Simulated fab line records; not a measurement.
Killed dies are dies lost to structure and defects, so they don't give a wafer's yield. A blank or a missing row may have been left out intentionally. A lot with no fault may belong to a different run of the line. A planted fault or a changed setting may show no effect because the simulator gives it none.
8D (eight disciplines) problem report, filled in by code ; flow n5-finfet ; the parts of the form that need people (team, actions taken, sign-off) are left out

## 1. THE PROBLEM
At N5_BEOL_M0_OCD_MEAS_108, trench-depth-nm averages 0.0 nm over 6 wafers from 2 lots, while fault-free wafers read 32.9 nm, standard deviation 0.71. Relative to the usual mean, that is a shift of -46 standard deviations.
The first sign was on wafer L223.1 at day 7 12:23, on ocd-01. The record has a number at this step for 24 wafers belonging to 8 lots. The rule behind "out" and "out of limits": a value lying over 4 standard deviations away from the usual mean. All remaining wafers that have a number are taken as sound.

## 2. WHAT THIS IS AND IS NOT
question;is;is not
which readings at this step;trench-depth-nm;-
which lots;L223, L224;L218, L234, L235, L236, L237, L238
which wafers of those lots;all that have a number;-
read on which gauges;ocd-01, ocd-02;-
when;from day 7 12:23;"up to then (3 sound wafers); but 15 sound wafers of L234, L235, L236, L237, L238 came after"

## 3. THE SUSPECTS, EACH WITH WHAT RULES IT OUT
Counting: a tool at any process step up to the reading remains a suspect when it ran all the lots that are out and ran no sound lot after the first of those.
- the gauge at N5_BEOL_M0_OCD_MEAS_108: ruled out. 2 gauges (ocd-01, ocd-02) read the wafers that are out.
- rie-diel-05 at N5_BEOL_M0_CUTY_DESCUM_61 (chemistry O2, time 7.9 s): ruled out as a lasting fault. The sound lots L234, L235, L236, L238 went through it after L223, its earliest lot that is out (day 7 11:24).
- rie-diel-05 at N5_BEOL_M0_ETCH_138 (etches SiCN in CH3F/O2, target depth 12 nm, time 31.6 s): ruled out as a lasting fault. The sound lots L234, L235, L236, L238 went through it after L223, its earliest lot that is out (day 7 11:37).
- rie-metal-01 at N5_BEOL_M0_HM_OPEN_105 (chemistry Cl2/BCl3, target TiN, target depth 12 nm): ruled out as a lasting fault. The sound lots L234 went through it after L223, its earliest lot that is out (day 7 11:42).
Left after counting: nothing in the record.

## 4. THE CAUSE (what the simulator had put in)
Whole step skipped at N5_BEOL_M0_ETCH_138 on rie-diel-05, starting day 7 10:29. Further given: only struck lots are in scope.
It was ruled out by counting, in error; the rule expects a fault to strike all lots run on its tool from its start on, and this fault did not.

## 5. SEQUENCE OF EFFECTS, ordered by route
One row per reading whose mean, taken over the struck wafers that have a number, lies over 3 standard deviations from the usual. Only readings whose record carries a usual standard deviation are examined. hours: median over the lots of the time between each lot's start at the first step of this table that gives one and its start at this step. sigmas: the change, counted in usual standard deviations.
hours;step;reading;usual;on struck wafers;change;sigmas
0;N5_BEOL_M0_ETCH_128;oes-product-au;0.54 a.u.;0.30;-0.24;-4.5
0;N5_BEOL_M0_OCD_MEAS_108;trench-depth-nm;32.9 nm;0.0;-32.9;-46
164;N5_PASSIVATION_PROBE_49;defect-limited-yield;91.6 %;0.0;-91.6;-76
164;N5_PASSIVATION_PROBE_49;killed_at_M0_to_M3;33;1112;+1079;+99 or more
164;N5_PASSIVATION_PROBE_49;killed-dies;99;1180;+1081;+72
164;N5_PASSIVATION_PROBE_49;killed-on-rim;13;152;+139;+39
164;N5_PASSIVATION_PROBE_49;sort_bin_5_function;4.9 %;96.8;+91.8;+99 or more
164;N5_PASSIVATION_PROBE_49;sort-n-pass;1081;0;-1081;-72
164;N5_PASSIVATION_PROBE_49;sort-yield-pct;91.6 %;0.0;-91.6;-76
It contains these process steps:
- N5_BEOL_M0_ETCH_128: etches SiCN in CF4/N2, target depth 12 nm, overetch 5.1 nm, time 21.4 s.
- N5_PASSIVATION_PROBE_49
Readings that are blank on the struck wafers while sound wafers have them: CH3F_flow_sccm at N5_BEOL_M0_ETCH_138; O2_flow_sccm at N5_BEOL_M0_ETCH_138; drypump-motor-current-A at N5_BEOL_M0_ETCH_138; etch-rf-on-time-s at N5_BEOL_M0_ETCH_138; oes-product-au at N5_BEOL_M0_ETCH_138; rf-vpp-V at N5_BEOL_M0_ETCH_138; showerhead-plenum-p-Torr at N5_BEOL_M0_ETCH_138; throttle-valve-pct at N5_BEOL_M0_ETCH_138.

## 6. HOW IT WOULD HAVE BEEN CAUGHT EARLIER
In this record the first reading out of limits at a measuring or inspecting step was taken at day 7 12:23, 2 hours after the fault began at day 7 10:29.
At N5_BEOL_M0_ETCH_138 the tool's readings are blank on the struck wafers, where sound wafers have them: an empty tool record is the first sign, and it was there at once.
